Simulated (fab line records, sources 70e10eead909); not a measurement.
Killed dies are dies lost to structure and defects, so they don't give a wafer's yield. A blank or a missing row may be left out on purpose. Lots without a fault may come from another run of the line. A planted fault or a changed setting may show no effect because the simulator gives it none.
A struck lot beside a sound one | flow nand_harc | 25 steps out of a route of 1302
Sound: wafers L726.1, L726.2, L726.6. Struck: wafers L715.3, L715.4, L715.5. The cause comes at the end.
At each step with rows: each side's tool, then ch and its chambers, then its first start. Under that, the readings that differ: sound wafers | struck wafers | difference of the means | sigmas: that difference in standard deviations of wafers without a fault.
alike: readings whose means differ by less than 2 such deviations, and words and numbers that are the same on both sides. not compared: withheld readings, readings that some wafer has no value for, bounds like >300 that may hide the same value, and numbers for which the record gives no deviation and whose values overlap.
The two part at a step that has a row with sigmas, a row that says differs or no value, or rows on one side only. Numbers that don't overlap but have no deviation are shown without sigmas and don't part them. A reading that every wafer of one side lacks parts them only if that side has two wafers or more.

first, 8 steps without rows for these wafers: NHARC_A_CHANNEL_HOLE_D2_DEVELOP_09 (develop time 35 s); NHARC_A_CHANNEL_HOLE_D2_DESCUM_15 (chemistry O2, time 3 s); NHARC_A_CHANNEL_HOLE_D2_ETCH_38 (etches the open film in CF4, target depth 39 nm, time 65 s); NHARC_A_CHANNEL_HOLE_D2_ETCH_39 (etches the open film in N2/H2, target depth 260 nm, time 325 s); NHARC_A_CHANNEL_HOLE_D2_ETCH_34 (etches the open film in CF4/CHF3, target depth 154 nm, time 77 s); NHARC_A_CHANNEL_HOLE_D2_ETCH_16 (etches the open film in O2/COS, target depth 3100 nm, time 806 s); NHARC_A_CHANNEL_HOLE_D2_ETCH_19 (etches the open film in C4F8/O2/Ar, time 34.5 s); NHARC_A_CHANNEL_HOLE_D2_ETCH_20 (etches the open film in C4F8/O2/Ar, time 361.9 s, target depth 1600 nm).
NHARC_A_CHANNEL_HOLE_D2_ETCH_21: etches the open film in C4F8/O2/Ar, time 514.3 s, target depth 1600 nm.
  sound on har_etch-01 ch 0,1, day 20 00:17; struck on har_etch-02 ch 0,1, day 14 23:18
  no value came back on the struck wafers for any of 5 readings (c4f8_flow_sccm (sccm), chamber_pressure_mTorr (mTorr) and others); on the sound wafers c4f8_flow_sccm (sccm) reads 89.42 89.41 89.26
  not compared: rf_hours_counter_h
then, 9 steps without rows for these wafers: NHARC_A_CHANNEL_HOLE_D2_ETCH_22 (etches the open film in C4F8/O2/Ar, time 666.7 s, target depth 1600 nm); NHARC_A_CHANNEL_HOLE_D2_ETCH_23 (etches the open film in C4F8/O2/Ar, time 819 s, target depth 1600 nm); NHARC_A_CHANNEL_HOLE_D2_ETCH_24 (etches the open film in C4F8/O2/Ar, time 906.2 s, target depth 1500 nm); NHARC_A_CHANNEL_HOLE_D2_ETCH_25 (etches the open film in C4F8/O2/Ar, time 1040.2 s, target depth 1500 nm); NHARC_A_CHANNEL_HOLE_D2_ETCH_26 (etches the open film in C4F8/O2/Ar, time 224.1 s, target depth 300 nm); NHARC_A_CHANNEL_HOLE_D2_ETCH_27 (etches the open film in C4F8/O2/Ar, time 90 s, target depth 400 nm); NHARC_A_CHANNEL_HOLE_D2_STRIP_41 (strips in N2/H2); NHARC_A_CHANNEL_HOLE_D2_STRIP_42 (strips in CF4/CHF3); NHARC_A_CHANNEL_HOLE_D2_STRIP_43 (strips in O2/COS).
NHARC_A_CHANNEL_HOLE_D2_ETCH_44: etches the open film in CF4/O2, target depth 140 nm, overetch 14 nm, time 77 s.
  sound on rie_diel-01 ch 1,2,3, day 20 04:35; struck on rie_diel-01 ch 1,2,3, day 15 03:28
  alike: bias_w, cf4_flow_sccm, drypump_motor_current_A, oes_product_au, rf_vpp_V, showerhead_plenum_p_Torr, throttle_valve_pct
  not compared: rf_hours_counter_h, model.A_CHANNEL_HOLE_D2.cd_nm
then, 3 steps without rows for these wafers: NHARC_A_CHANNEL_HOLE_D2_STRIP_28 (strips in O2); NHARC_A_CHANNEL_HOLE_D2_PRECLEAN_29 (cleans in SC1); NHARC_A_CHANNEL_HOLE_D2_SRD_30.
NHARC_A_CHANNEL_HOLE_D2_CD_MEAS_31:
  sound on cd_sem-03, day 20 05:23; struck on cd_sem-01, day 15 04:16
  reading    | sound          | struck      | difference | sigmas
  cd_nm (nm) | 92.3 88.3 90.8 | 3.3 0.4 1.7 | -88.7      | -55
NHARC_A_CHANNEL_HOLE_D2_XSEM_32:
  sound on xsem-02 ch 0, day 20 05:28; struck on xsem-01 ch 0, day 15 04:20
  reading        | sound          | struck         | difference | sigmas
  bot_cd_nm (nm) | 76.2 72.4 74.5 | 2.6 0.0 1.3    | -73.1      | -41
  bow_nm (nm)    | 8.89 8.89 8.91 | 0.70 0.70 0.70 | -8.20      | -32
  alike: tilt_deg
-- the record jumps here: 11 days lie between the struck wafers' starts before and after (it left off in module A_CHANNEL_HOLE_D2 and takes up again in module END, whose first step shown is number 1302 of the route) --
NHARC_END_SORT_01:
  the record has rows for the struck wafers here (prober-02 ch 0, day 26 06:41) and none for the sound ones

WHERE THEY PART
First at NHARC_A_CHANNEL_HOLE_D2_ETCH_21; last, within this record, at NHARC_END_SORT_01.

WHY: what the simulator had put in
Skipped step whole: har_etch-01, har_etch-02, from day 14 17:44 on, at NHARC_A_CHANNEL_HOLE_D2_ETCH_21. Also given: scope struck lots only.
